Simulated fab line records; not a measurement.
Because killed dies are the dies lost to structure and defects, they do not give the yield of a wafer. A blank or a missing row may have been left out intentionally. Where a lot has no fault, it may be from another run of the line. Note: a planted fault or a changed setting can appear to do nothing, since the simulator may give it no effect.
fab line records / flow n5Finfet
[record] lots = 10 wafers = 30 lastDay = 18
route steps=1938 shown BEOL_M8@1348
lots that met no fault: from a run of the same line without faults
startH: start of the lot's first displayed wafer, in hours after the record's first day / waitH: hours from the lot's prior step to this one / " as in the row above / L1.1+2: one row covering several wafers at once / - no value, or no start was given / * or withheld: withheld / < > ~ a bound
route shown NAME@n: names a module that has steps shown in the file, with the first one's number in the route / usual: mean and standard deviation over wafers with no fault / same: alike in all rows / chamber/n: place in a boat / sites: readings site by site / _std_site: the standard deviation of these / _edge_site: the outer-site mean with the inner-site mean subtracted / radiusMm: how far each site lies from the wafer's centre / mask NAME#n: copy n / behind: the tool/chamber that last shaped the wafer / hold: why the lot went on hold/how many hours it stayed there/how the hold came to an end / device: which transistor (n, p or np) failed to switch / end of line: at the end of the route, the tests of the same wafers / a step given without rows: its recipe and nothing more / killed: dies that structure and defects cost at the first sort, which is not the same as the wafer's yield / map: shows each die of a wafer: x if killed, . if not, _ if none is there
set.NAME: the setting that was run; set.NAME@STEP: the one run at that earlier step / model.NAME: the simulator's own value behind a step, which no gauge read
route steps across a sampled set of lots; one table per step, one row per wafer
services: a tool's chamber out of use, with start hour (startH, from the record's first day; less than 0 if before it), hours out, and reason
[[steps]]
[step N5_BEOL_M8_DESCUM_16]
[recipe] chemistry = O2 timeS = 7.9 sourcePowerW = 50 biasPowerW = 20 pressureMtorr = 20 rfFrequencyHz = 2.712e+07 tempC = 40 resist = CAR-ArF o2FlowSccm = 225
[usual] drypumpMotorCurrentA = 5.5/0.34 oesProductAu = 0.75/0.073 rfVppV = 242.8/1.3 showerheadPlenumPTorr = 2.08/0.066 throttleValvePct = 20.59/0.25
lot.wafer=L241.1 tool=rieDiel-06 chamber=3 startH=200.48 waitH=0.7 drypumpMotorCurrentA=5.9 oesProductAu=0.74 rfHoursCounterH=177 rfVppV=241.3 showerheadPlenumPTorr=1.99 throttleValvePct=20.50
lot.wafer=L241.3 tool=rieDiel-06 chamber=0 startH=200.48 waitH=0.7 drypumpMotorCurrentA=5.2 oesProductAu=0.70 rfHoursCounterH=214 rfVppV=244.3 showerheadPlenumPTorr=2.18 throttleValvePct=20.96
lot.wafer=L241.5 tool=rieDiel-06 chamber=2 startH=200.48 waitH=0.7 drypumpMotorCurrentA=5.1 oesProductAu=0.69 rfHoursCounterH=- rfVppV=244.5 showerheadPlenumPTorr=2.14 throttleValvePct=20.43
lot.wafer=L244.1 tool=rieDiel-02 chamber=3 startH=217.13 waitH=0.2 drypumpMotorCurrentA=5.1 oesProductAu=0.73 rfHoursCounterH=195 rfVppV=246.3 showerheadPlenumPTorr=2.18 throttleValvePct=20.99
lot.wafer=L244.4 tool=rieDiel-02 chamber=1 startH=217.13 waitH=0.2 drypumpMotorCurrentA=5.2 oesProductAu=0.76 rfHoursCounterH=157 rfVppV=243.6 showerheadPlenumPTorr=2.10 throttleValvePct=20.57
lot.wafer=L244.6 tool=rieDiel-02 chamber=2 startH=217.13 waitH=0.2 drypumpMotorCurrentA=5.3 oesProductAu=0.70 rfHoursCounterH=- rfVppV=240.8 showerheadPlenumPTorr=1.99 throttleValvePct=20.93
lot.wafer=L243.1 tool=rieDiel-02 chamber=0 startH=217.81 waitH=0.5 drypumpMotorCurrentA=6.1 oesProductAu=0.76 rfHoursCounterH=169 rfVppV=242.2 showerheadPlenumPTorr=2.00 throttleValvePct=20.29
lot.wafer=L243.4 tool=rieDiel-02 chamber=1 startH=217.81 waitH=0.5 drypumpMotorCurrentA=5.2 oesProductAu=0.75 rfHoursCounterH=157 rfVppV=243.5 showerheadPlenumPTorr=2.10 throttleValvePct=20.55
lot.wafer=L243.6 tool=rieDiel-02 chamber=3 startH=217.81 waitH=0.5 drypumpMotorCurrentA=5.1 oesProductAu=0.73 rfHoursCounterH=- rfVppV=243.4 showerheadPlenumPTorr=2.18 throttleValvePct=21.01
lot.wafer=L242.2 tool=rieDiel-01 chamber=0 startH=226.94 waitH=0.0 drypumpMotorCurrentA=5.7 oesProductAu=0.82 rfHoursCounterH=88 rfVppV=244.4 showerheadPlenumPTorr=2.11 throttleValvePct=20.53
lot.wafer=L242.4 tool=rieDiel-01 chamber=2 startH=226.94 waitH=0.0 drypumpMotorCurrentA=5.6 oesProductAu=0.78 rfHoursCounterH=115 rfVppV=244.3 showerheadPlenumPTorr=2.11 throttleValvePct=20.63
lot.wafer=L242.6 tool=rieDiel-01 chamber=3 startH=226.94 waitH=0.0 drypumpMotorCurrentA=5.7 oesProductAu=0.73 rfHoursCounterH=- rfVppV=242.4 showerheadPlenumPTorr=2.06 throttleValvePct=20.62
lot.wafer=L245.2 tool=rieDiel-06 chamber=2 startH=234.92 waitH=0.0 drypumpMotorCurrentA=5.1 oesProductAu=0.68 rfHoursCounterH=218 rfVppV=244.5 showerheadPlenumPTorr=2.14 throttleValvePct=20.42
lot.wafer=L245.4 tool=rieDiel-06 chamber=3 startH=234.92 waitH=0.0 drypumpMotorCurrentA=5.9 oesProductAu=0.74 rfHoursCounterH=191 rfVppV=240.6 showerheadPlenumPTorr=1.99 throttleValvePct=20.52
lot.wafer=L245.6 tool=rieDiel-06 chamber=0 startH=234.92 waitH=0.0 drypumpMotorCurrentA=5.2 oesProductAu=0.70 rfHoursCounterH=- rfVppV=244.1 showerheadPlenumPTorr=2.17 throttleValvePct=20.97
lot.wafer=L246.2 tool=rieDiel-02 chamber=0 startH=258.57 waitH=0.0 drypumpMotorCurrentA=6.1 oesProductAu=0.74 rfHoursCounterH=183 rfVppV=242.2 showerheadPlenumPTorr=1.99 throttleValvePct=20.32
lot.wafer=L246.3 tool=rieDiel-02 chamber=1 startH=258.57 waitH=0.0 drypumpMotorCurrentA=5.2 oesProductAu=0.74 rfHoursCounterH=171 rfVppV=241.9 showerheadPlenumPTorr=2.10 throttleValvePct=20.57
lot.wafer=L246.5 tool=rieDiel-02 chamber=2 startH=258.57 waitH=0.0 drypumpMotorCurrentA=5.3 oesProductAu=0.69 rfHoursCounterH=- rfVppV=241.8 showerheadPlenumPTorr=1.98 throttleValvePct=20.96
lot.wafer=L248.1 tool=rieDiel-01 chamber=1 startH=264.43 waitH=0.0 drypumpMotorCurrentA=5.7 oesProductAu=0.87 rfHoursCounterH=57 rfVppV=243.8 showerheadPlenumPTorr=2.11 throttleValvePct=20.30
lot.wafer=L248.2 tool=rieDiel-01 chamber=3 startH=264.43 waitH=0.0 drypumpMotorCurrentA=5.7 oesProductAu=0.72 rfHoursCounterH=215 rfVppV=243.3 showerheadPlenumPTorr=2.06 throttleValvePct=20.62
lot.wafer=L248.6 tool=rieDiel-01 chamber=2 startH=264.43 waitH=0.0 drypumpMotorCurrentA=5.7 oesProductAu=0.78 rfHoursCounterH=- rfVppV=243.4 showerheadPlenumPTorr=2.11 throttleValvePct=20.66
lot.wafer=L260.2 tool=rieDiel-06 chamber=1 startH=329.21 waitH=0.5 drypumpMotorCurrentA=5.2 oesProductAu=0.89 rfHoursCounterH=49 rfVppV=242.1 showerheadPlenumPTorr=2.02 throttleValvePct=20.22
lot.wafer=L260.3 tool=rieDiel-06 chamber=3 startH=329.21 waitH=0.5 drypumpMotorCurrentA=5.9 oesProductAu=0.72 rfHoursCounterH=224 rfVppV=241.4 showerheadPlenumPTorr=1.98 throttleValvePct=20.55
lot.wafer=L260.4 tool=rieDiel-06 chamber=1 startH=329.21 waitH=0.5 drypumpMotorCurrentA=5.2 oesProductAu=0.88 rfHoursCounterH=- rfVppV=242.6 showerheadPlenumPTorr=2.02 throttleValvePct=20.20
lot.wafer=L262.2 tool=rieDiel-02 chamber=0 startH=351.96 waitH=0.0 drypumpMotorCurrentA=6.1 oesProductAu=0.72 rfHoursCounterH=217 rfVppV=241.8 showerheadPlenumPTorr=1.98 throttleValvePct=20.37
lot.wafer=L262.5 tool=rieDiel-02 chamber=0 startH=351.96 waitH=0.0 drypumpMotorCurrentA=6.2 oesProductAu=0.72 rfHoursCounterH=- rfVppV=241.1 showerheadPlenumPTorr=1.98 throttleValvePct=20.35
lot.wafer=L262.6 tool=rieDiel-02 chamber=3 startH=351.96 waitH=0.0 drypumpMotorCurrentA=5.1 oesProductAu=0.69 rfHoursCounterH=- rfVppV=243.6 showerheadPlenumPTorr=2.16 throttleValvePct=21.07
lot.wafer=L263.1 tool=rieDiel-01 chamber=1 startH=354.91 waitH=0.2 drypumpMotorCurrentA=5.7 oesProductAu=0.82 rfHoursCounterH=88 rfVppV=245.3 showerheadPlenumPTorr=2.10 throttleValvePct=20.35
lot.wafer=L263.2 tool=rieDiel-01 chamber=3 startH=354.91 waitH=0.2 drypumpMotorCurrentA=5.7 oesProductAu=0.70 rfHoursCounterH=245 rfVppV=242.6 showerheadPlenumPTorr=2.05 throttleValvePct=20.69
lot.wafer=L263.5 tool=rieDiel-01 chamber=0 startH=354.91 waitH=0.2 drypumpMotorCurrentA=5.7 oesProductAu=0.76 rfHoursCounterH=- rfVppV=242.5 showerheadPlenumPTorr=2.09 throttleValvePct=20.60
[step N5_BEOL_M8_EXPOSE_25]
[recipe] maskId = V7 na = 0.33 sourceShape = annular sigmaInner = 0.4 sigmaOuter = 0.8 polarization = unpolarized targetCdNm = 40 doseMj = 42.5
lot.wafer=L241.1+3+5 tool=euvScanner-01 chamber=0 startH=202.15 waitH=- mask=V7#0
lot.wafer=L244.1+4+6 tool=euvScanner-02 chamber=0 startH=218.98 waitH=- mask=V7#0
lot.wafer=L243.1+4+6 tool=euvScanner-02 chamber=0 startH=219.02 waitH=- mask=V7#0
lot.wafer=L242.2+4+6 tool=euvScanner-02 chamber=0 startH=228.63 waitH=- mask=V7#0
lot.wafer=L245.2+4+6 tool=euvScanner-02 chamber=0 startH=237.69 waitH=- mask=V7#0
lot.wafer=L246.2+3+5 tool=euvScanner-02 chamber=0 startH=263.19 waitH=- mask=V7#0
lot.wafer=L248.1+2+6 tool=euvScanner-01 chamber=0 startH=265.47 waitH=- mask=V7#0
lot.wafer=L260.2+3+4 tool=euvScanner-02 chamber=0 startH=332.86 waitH=- mask=V7#0
lot.wafer=L262.2+5+6 tool=euvScanner-02 chamber=0 startH=352.61 waitH=- mask=V7#0
lot.wafer=L263.1+2+5 tool=euvScanner-02 chamber=0 startH=357.71 waitH=- mask=V7#0
[step N5_BEOL_M8_CD_MEAS_28]
[recipe] targetCdNm = 40 landingEnergyEv = 500 detector = seInlens
[usual] cdNm = 39.97/0.24
[same] landingEnergyEv = 500
lot.wafer=L241.1 tool=cdSem-01 chamber=0 startH=202.28 waitH=- cdNm=40.30
lot.wafer=L241.3 tool=cdSem-01 chamber=0 startH=202.28 waitH=- cdNm=39.97
lot.wafer=L241.5 tool=cdSem-01 chamber=0 startH=202.28 waitH=- cdNm=40.25
lot.wafer=L244.1 tool=cdSem-01 chamber=0 startH=219.11 waitH=- cdNm=39.97
lot.wafer=L244.4 tool=cdSem-01 chamber=0 startH=219.11 waitH=- cdNm=39.82
lot.wafer=L244.6 tool=cdSem-01 chamber=0 startH=219.11 waitH=- cdNm=39.39
lot.wafer=L243.1 tool=cdSem-03 chamber=0 startH=219.16 waitH=- cdNm=39.94
lot.wafer=L243.4 tool=cdSem-03 chamber=0 startH=219.16 waitH=- cdNm=39.90
lot.wafer=L243.6 tool=cdSem-03 chamber=0 startH=219.16 waitH=- cdNm=39.65
lot.wafer=L242.2 tool=cdSem-03 chamber=0 startH=228.75 waitH=- cdNm=39.52
lot.wafer=L242.4 tool=cdSem-03 chamber=0 startH=228.75 waitH=- cdNm=40.22
lot.wafer=L242.6 tool=cdSem-03 chamber=0 startH=228.75 waitH=- cdNm=39.84
lot.wafer=L245.2 tool=cdSem-02 chamber=0 startH=237.82 waitH=- cdNm=39.99
lot.wafer=L245.4 tool=cdSem-02 chamber=0 startH=237.82 waitH=- cdNm=40.14
lot.wafer=L245.6 tool=cdSem-02 chamber=0 startH=237.82 waitH=- cdNm=40.58
lot.wafer=L246.2 tool=cdSem-02 chamber=0 startH=263.32 waitH=- cdNm=40.05
lot.wafer=L246.3 tool=cdSem-02 chamber=0 startH=263.32 waitH=- cdNm=39.79
lot.wafer=L246.5 tool=cdSem-02 chamber=0 startH=263.32 waitH=- cdNm=38.33
lot.wafer=L248.1 tool=cdSem-02 chamber=0 startH=265.60 waitH=- cdNm=39.75
lot.wafer=L248.2 tool=cdSem-02 chamber=0 startH=265.60 waitH=- cdNm=39.86
lot.wafer=L248.6 tool=cdSem-02 chamber=0 startH=265.60 waitH=- cdNm=39.62
lot.wafer=L260.2 tool=cdSem-02 chamber=0 startH=332.99 waitH=- cdNm=39.98
lot.wafer=L260.3 tool=cdSem-02 chamber=0 startH=332.99 waitH=- cdNm=40.26
lot.wafer=L260.4 tool=cdSem-02 chamber=0 startH=332.99 waitH=- cdNm=39.43
lot.wafer=L262.2 tool=cdSem-03 chamber=0 startH=352.74 waitH=- cdNm=40.25
lot.wafer=L262.5 tool=cdSem-03 chamber=0 startH=352.74 waitH=- cdNm=40.05
lot.wafer=L262.6 tool=cdSem-03 chamber=0 startH=352.74 waitH=- cdNm=40.01
lot.wafer=L263.1 tool=cdSem-03 chamber=0 startH=357.85 waitH=- cdNm=40.31
lot.wafer=L263.2 tool=cdSem-03 chamber=0 startH=357.85 waitH=- cdNm=40.14
lot.wafer=L263.5 tool=cdSem-03 chamber=0 startH=357.85 waitH=- cdNm=40.41
[step N5_BEOL_M8_INSPECT_30]
[recipe] mode = adi inspectInstrument = brightfield
[usual] rawDefectCount = 392/85
lot.wafer=L241.1 tool=defectInspect-01 chamber=- startH=202.37 waitH=0.1 rawDefectCount=387
lot.wafer=L241.3 tool=defectInspect-01 chamber=- startH=202.37 waitH=0.1 rawDefectCount=357
lot.wafer=L241.5 tool=defectInspect-01 chamber=- startH=202.37 waitH=0.1 rawDefectCount=410
lot.wafer=L244.1 tool=defectInspect-01 chamber=- startH=219.20 waitH=0.1 rawDefectCount=420
lot.wafer=L244.4 tool=defectInspect-01 chamber=- startH=219.20 waitH=0.1 rawDefectCount=528
lot.wafer=L244.6 tool=defectInspect-01 chamber=- startH=219.20 waitH=0.1 rawDefectCount=482
lot.wafer=L243.1 tool=defectInspect-02 chamber=- startH=219.25 waitH=0.1 rawDefectCount=432
lot.wafer=L243.4 tool=defectInspect-02 chamber=- startH=219.25 waitH=0.1 rawDefectCount=382
lot.wafer=L243.6 tool=defectInspect-02 chamber=- startH=219.25 waitH=0.1 rawDefectCount=375
lot.wafer=L242.2 tool=defectInspect-02 chamber=- startH=228.84 waitH=0.0 rawDefectCount=382
lot.wafer=L242.4 tool=defectInspect-02 chamber=- startH=228.84 waitH=0.0 rawDefectCount=376
lot.wafer=L242.6 tool=defectInspect-02 chamber=- startH=228.84 waitH=0.0 rawDefectCount=359
lot.wafer=L245.2 tool=defectInspect-02 chamber=- startH=237.90 waitH=0.0 rawDefectCount=500
lot.wafer=L245.4 tool=defectInspect-02 chamber=- startH=237.90 waitH=0.0 rawDefectCount=662
lot.wafer=L245.6 tool=defectInspect-02 chamber=- startH=237.90 waitH=0.0 rawDefectCount=413
lot.wafer=L246.2 tool=defectInspect-02 chamber=- startH=263.41 waitH=0.0 rawDefectCount=339
lot.wafer=L246.3 tool=defectInspect-02 chamber=- startH=263.41 waitH=0.0 rawDefectCount=497
lot.wafer=L246.5 tool=defectInspect-02 chamber=- startH=263.41 waitH=0.0 rawDefectCount=526
lot.wafer=L248.1 tool=defectInspect-01 chamber=- startH=265.69 waitH=0.1 rawDefectCount=413
lot.wafer=L248.2 tool=defectInspect-01 chamber=- startH=265.69 waitH=0.1 rawDefectCount=428
lot.wafer=L248.6 tool=defectInspect-01 chamber=- startH=265.69 waitH=0.1 rawDefectCount=529
lot.wafer=L260.2 tool=defectInspect-02 chamber=- startH=333.08 waitH=0.0 rawDefectCount=385
lot.wafer=L260.3 tool=defectInspect-02 chamber=- startH=333.08 waitH=0.0 rawDefectCount=317
lot.wafer=L260.4 tool=defectInspect-02 chamber=- startH=333.08 waitH=0.0 rawDefectCount=277
lot.wafer=L262.2 tool=defectInspect-02 chamber=- startH=352.83 waitH=0.0 rawDefectCount=340
lot.wafer=L262.5 tool=defectInspect-02 chamber=- startH=352.83 waitH=0.0 rawDefectCount=359
lot.wafer=L262.6 tool=defectInspect-02 chamber=- startH=352.83 waitH=0.0 rawDefectCount=321
lot.wafer=L263.1 tool=defectInspect-02 chamber=- startH=357.93 waitH=0.1 rawDefectCount=338
lot.wafer=L263.2 tool=defectInspect-02 chamber=- startH=357.93 waitH=0.1 rawDefectCount=365
lot.wafer=L263.5 tool=defectInspect-02 chamber=- startH=357.93 waitH=0.1 rawDefectCount=421
[step N5_BEOL_M8_ETCH_72]
[recipe] chemistry = N2/H2 target = underlayer targetDepthA = 65 maskMaterial = CAR-EUV timeS = 5.2 ionEnergyEv = 200 pressureMtorr = 30 sourceW = 840 biasW = 150 n2FlowSccm = 200 h2FlowSccm = 200 ends = cleared
[usual] drypumpMotorCurrentA = 5.6/0.33 etchRfOnTimeS = 5.21/0.12 n2FlowSccm = 200.0/0.6 oesProductAu = 0.64/0.055 rfVppV = 523.4/2.4 showerheadPlenumPTorr = 2.53/0.07 throttleValvePct = 18.02/0.23
lot.wafer=L241.1 tool=rieDiel-06 chamber=3 startH=202.44 waitH=0.0 drypumpMotorCurrentA=5.9 etchRfOnTimeS=5.19 n2FlowSccm=200.5 oesProductAu=0.64 rfHoursCounterH=178 rfVppV=520.9 showerheadPlenumPTorr=2.44 throttleValvePct=18.11
lot.wafer=L241.3 tool=rieDiel-06 chamber=0 startH=202.44 waitH=0.0 drypumpMotorCurrentA=5.2 etchRfOnTimeS=5.35 n2FlowSccm=200.1 oesProductAu=0.61 rfHoursCounterH=214 rfVppV=526.4 showerheadPlenumPTorr=2.61 throttleValvePct=18.12
lot.wafer=L241.5 tool=rieDiel-06 chamber=3 startH=202.44 waitH=0.0 drypumpMotorCurrentA=5.9 etchRfOnTimeS=5.16 n2FlowSccm=199.9 oesProductAu=0.63 rfHoursCounterH=- rfVppV=518.6 showerheadPlenumPTorr=2.44 throttleValvePct=18.11
lot.wafer=L244.1 tool=rieDiel-02 chamber=2 startH=219.79 waitH=0.0 drypumpMotorCurrentA=5.3 etchRfOnTimeS=5.24 n2FlowSccm=200.2 oesProductAu=0.60 rfHoursCounterH=213 rfVppV=519.7 showerheadPlenumPTorr=2.40 throttleValvePct=18.32
lot.wafer=L244.4 tool=rieDiel-02 chamber=0 startH=219.79 waitH=0.0 drypumpMotorCurrentA=6.2 etchRfOnTimeS=5.33 n2FlowSccm=199.9 oesProductAu=0.64 rfHoursCounterH=170 rfVppV=524.3 showerheadPlenumPTorr=2.43 throttleValvePct=17.79
lot.wafer=L244.6 tool=rieDiel-02 chamber=3 startH=219.79 waitH=0.0 drypumpMotorCurrentA=5.1 etchRfOnTimeS=5.25 n2FlowSccm=200.6 oesProductAu=0.62 rfHoursCounterH=- rfVppV=526.6 showerheadPlenumPTorr=2.65 throttleValvePct=18.45
lot.wafer=L243.1 tool=rieDiel-01 chamber=1 startH=219.82 waitH=0.0 drypumpMotorCurrentA=5.8 etchRfOnTimeS=5.17 n2FlowSccm=200.4 oesProductAu=0.76 rfHoursCounterH=41 rfVppV=524.3 showerheadPlenumPTorr=2.57 throttleValvePct=17.60
lot.wafer=L243.4 tool=rieDiel-01 chamber=2 startH=219.82 waitH=0.0 drypumpMotorCurrentA=5.7 etchRfOnTimeS=5.21 n2FlowSccm=200.4 oesProductAu=0.68 rfHoursCounterH=112 rfVppV=523.6 showerheadPlenumPTorr=2.56 throttleValvePct=18.11
lot.wafer=L243.6 tool=rieDiel-01 chamber=0 startH=219.82 waitH=0.0 drypumpMotorCurrentA=5.8 etchRfOnTimeS=5.27 n2FlowSccm=199.6 oesProductAu=0.69 rfHoursCounterH=- rfVppV=524.7 showerheadPlenumPTorr=2.57 throttleValvePct=17.96
lot.wafer=L242.2 tool=rieDiel-02 chamber=1 startH=228.91 waitH=0.0 drypumpMotorCurrentA=5.2 etchRfOnTimeS=5.29 n2FlowSccm=200.4 oesProductAu=0.62 rfHoursCounterH=161 rfVppV=523.7 showerheadPlenumPTorr=2.55 throttleValvePct=17.88
lot.wafer=L242.4 tool=rieDiel-02 chamber=3 startH=228.91 waitH=0.0 drypumpMotorCurrentA=5.1 etchRfOnTimeS=5.22 n2FlowSccm=200.9 oesProductAu=0.61 rfHoursCounterH=199 rfVppV=526.7 showerheadPlenumPTorr=2.64 throttleValvePct=18.46
lot.wafer=L242.6 tool=rieDiel-02 chamber=3 startH=228.91 waitH=0.0 drypumpMotorCurrentA=5.1 etchRfOnTimeS=5.25 n2FlowSccm=200.3 oesProductAu=0.61 rfHoursCounterH=- rfVppV=528.3 showerheadPlenumPTorr=2.64 throttleValvePct=18.46
lot.wafer=L245.2 tool=rieDiel-01 chamber=1 startH=237.97 waitH=0.0 drypumpMotorCurrentA=5.8 etchRfOnTimeS=5.15 n2FlowSccm=199.2 oesProductAu=0.74 rfHoursCounterH=47 rfVppV=525.7 showerheadPlenumPTorr=2.57 throttleValvePct=17.63
lot.wafer=L245.4 tool=rieDiel-01 chamber=0 startH=237.97 waitH=0.0 drypumpMotorCurrentA=5.7 etchRfOnTimeS=5.24 n2FlowSccm=199.5 oesProductAu=0.68 rfHoursCounterH=92 rfVppV=525.4 showerheadPlenumPTorr=2.57 throttleValvePct=17.96
lot.wafer=L245.6 tool=rieDiel-01 chamber=1 startH=237.97 waitH=0.0 drypumpMotorCurrentA=5.7 etchRfOnTimeS=5.14 n2FlowSccm=199.6 oesProductAu=0.75 rfHoursCounterH=- rfVppV=523.3 showerheadPlenumPTorr=2.57 throttleValvePct=17.63
lot.wafer=L246.2 tool=rieDiel-01 chamber=0 startH=263.52 waitH=0.0 drypumpMotorCurrentA=5.8 etchRfOnTimeS=5.29 n2FlowSccm=200.7 oesProductAu=0.67 rfHoursCounterH=101 rfVppV=524.5 showerheadPlenumPTorr=2.56 throttleValvePct=17.97
lot.wafer=L246.3 tool=rieDiel-01 chamber=2 startH=263.52 waitH=0.0 drypumpMotorCurrentA=5.7 etchRfOnTimeS=5.17 n2FlowSccm=199.1 oesProductAu=0.66 rfHoursCounterH=127 rfVppV=522.8 showerheadPlenumPTorr=2.55 throttleValvePct=18.14
lot.wafer=L246.5 tool=rieDiel-01 chamber=3 startH=263.52 waitH=0.0 drypumpMotorCurrentA=5.7 etchRfOnTimeS=4.96 n2FlowSccm=200.2 oesProductAu=0.63 rfHoursCounterH=- rfVppV=523.3 showerheadPlenumPTorr=2.51 throttleValvePct=18.07
lot.wafer=L248.1 tool=rieDiel-02 chamber=3 startH=265.76 waitH=0.0 drypumpMotorCurrentA=5.1 etchRfOnTimeS=5.24 n2FlowSccm=199.8 oesProductAu=0.62 rfHoursCounterH=211 rfVppV=524.7 showerheadPlenumPTorr=2.64 throttleValvePct=18.46
lot.wafer=L248.2 tool=rieDiel-02 chamber=2 startH=265.76 waitH=0.0 drypumpMotorCurrentA=5.3 etchRfOnTimeS=5.16 n2FlowSccm=199.7 oesProductAu=0.59 rfHoursCounterH=227 rfVppV=519.1 showerheadPlenumPTorr=2.39 throttleValvePct=18.33
lot.wafer=L248.6 tool=rieDiel-02 chamber=1 startH=265.76 waitH=0.0 drypumpMotorCurrentA=5.2 etchRfOnTimeS=5.26 n2FlowSccm=199.8 oesProductAu=0.62 rfHoursCounterH=- rfVppV=523.6 showerheadPlenumPTorr=2.54 throttleValvePct=17.89
lot.wafer=L260.2 tool=rieDiel-01 chamber=3 startH=333.41 waitH=0.0 drypumpMotorCurrentA=5.7 etchRfOnTimeS=4.95 n2FlowSccm=199.7 oesProductAu=0.61 rfHoursCounterH=239 rfVppV=523.3 showerheadPlenumPTorr=2.50 throttleValvePct=18.13
lot.wafer=L260.3 tool=rieDiel-01 chamber=1 startH=333.41 waitH=0.0 drypumpMotorCurrentA=5.7 etchRfOnTimeS=5.17 n2FlowSccm=199.4 oesProductAu=0.70 rfHoursCounterH=81 rfVppV=524.5 showerheadPlenumPTorr=2.56 throttleValvePct=17.70
lot.wafer=L260.4 tool=rieDiel-01 chamber=2 startH=333.41 waitH=0.0 drypumpMotorCurrentA=5.7 etchRfOnTimeS=5.25 n2FlowSccm=199.7 oesProductAu=0.64 rfHoursCounterH=151 rfVppV=523.2 showerheadPlenumPTorr=2.54 throttleValvePct=18.18
lot.wafer=L262.2 tool=rieDiel-06 chamber=3 startH=352.90 waitH=0.0 drypumpMotorCurrentA=5.9 etchRfOnTimeS=5.29 n2FlowSccm=200.0 oesProductAu=0.59 rfHoursCounterH=234 rfVppV=519.2 showerheadPlenumPTorr=2.42 throttleValvePct=18.21
lot.wafer=L262.5 tool=rieDiel-06 chamber=3 startH=352.90 waitH=0.0 drypumpMotorCurrentA=5.9 etchRfOnTimeS=5.24 n2FlowSccm=200.8 oesProductAu=0.60 rfHoursCounterH=- rfVppV=518.1 showerheadPlenumPTorr=2.42 throttleValvePct=18.22
lot.wafer=L262.6 tool=rieDiel-06 chamber=2 startH=352.90 waitH=0.0 drypumpMotorCurrentA=5.1 etchRfOnTimeS=5.34 n2FlowSccm=199.4 oesProductAu=0.55 rfHoursCounterH=- rfVppV=523.4 showerheadPlenumPTorr=2.60 throttleValvePct=18.03
lot.wafer=L263.1 tool=rieDiel-01 chamber=2 startH=358.03 waitH=0.0 drypumpMotorCurrentA=5.7 etchRfOnTimeS=5.24 n2FlowSccm=199.9 oesProductAu=0.63 rfHoursCounterH=159 rfVppV=524.1 showerheadPlenumPTorr=2.54 throttleValvePct=18.19
lot.wafer=L263.2 tool=rieDiel-01 chamber=0 startH=358.03 waitH=0.0 drypumpMotorCurrentA=5.8 etchRfOnTimeS=5.29 n2FlowSccm=199.3 oesProductAu=0.65 rfHoursCounterH=134 rfVppV=524.2 showerheadPlenumPTorr=2.55 throttleValvePct=18.00
lot.wafer=L263.5 tool=rieDiel-01 chamber=3 startH=358.03 waitH=0.0 drypumpMotorCurrentA=5.7 etchRfOnTimeS=4.93 n2FlowSccm=200.2 oesProductAu=0.60 rfHoursCounterH=- rfVppV=524.3 showerheadPlenumPTorr=2.50 throttleValvePct=18.13
[[services]]
tool=rieDiel-02 chamber=- startH=182.74 hours=0.5 kind=repair
tool=rieDiel-02 chamber=2 startH=192.53 hours=6.0 kind=repair
tool=euvScanner-02 chamber=0 startH=204.82 hours=- kind=calibration
tool=euvScanner-01 chamber=- startH=222.96 hours=1.0 kind=pm
tool=rieDiel-06 chamber=2 startH=229.79 hours=1.7 kind=repair
tool=euvScanner-01 chamber=- startH=245.35 hours=0.8 kind=repair
tool=euvScanner-01 chamber=- startH=279.11 hours=1.0 kind=pm
tool=euvScanner-02 chamber=- startH=284.83 hours=1.0 kind=pm
tool=euvScanner-02 chamber=- startH=293.37 hours=0.6 kind=repair
tool=euvScanner-02 chamber=- startH=308.93 hours=2.1 kind=repair
tool=rieDiel-02 chamber=2 startH=312.22 hours=9.2 kind=repair
tool=euvScanner-02 chamber=- startH=312.83 hours=4.6 kind=pm
tool=euvScanner-01 chamber=- startH=317.43 hours=4.6 kind=pm
tool=rieDiel-06 chamber=0 startH=324.90 hours=17.4 kind=repair
tool=rieDiel-06 chamber=3 startH=332.84 hours=3.2 kind=repair
tool=euvScanner-01 chamber=- startH=335.27 hours=1.0 kind=pm
tool=rieDiel-02 chamber=2 startH=339.33 hours=- kind=clean
tool=rieDiel-02 chamber=2 startH=339.33 hours=- kind=consumableReplace:focusRing
tool=rieDiel-02 chamber=2 startH=339.33 hours=- kind=consumableReplace:showerhead
tool=rieDiel-02 chamber=2 startH=339.33 hours=25.6 kind=scheduledDown
tool=rieDiel-02 chamber=2 startH=339.33 hours=25.6 kind=ventCycle
tool=euvScanner-02 chamber=- startH=340.95 hours=1.0 kind=pm
tool=rieDiel-06 chamber=0 startH=342.34 hours=- kind=clean
tool=rieDiel-06 chamber=0 startH=342.34 hours=- kind=consumableReplace:focusRing
[[key]]
[firstSign] step = N5_BEOL_M8_CD_MEAS_28 reading = cdNm direction = down sigmas = 6.9 usual = 39.97 struck = 38.33
effect none on later readings
metAt N5_BEOL_M8_EXPOSE_25
struckLots L246
struckWafers L246.5
notActingAt N5_BEOL_M8_DESCUM_16,N5_BEOL_M8_INSPECT_30,N5_BEOL_M8_ETCH_72
onsetBetween 237.69 263.19
[fault] kind = processParameterDrift tool = euvScanner-02 chamber = - onsetH = 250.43 steps = N5_BEOL_M8_EXPOSE_25 channel = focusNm offset = 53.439 shape = step endH = 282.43 scope = struckWafersOnly
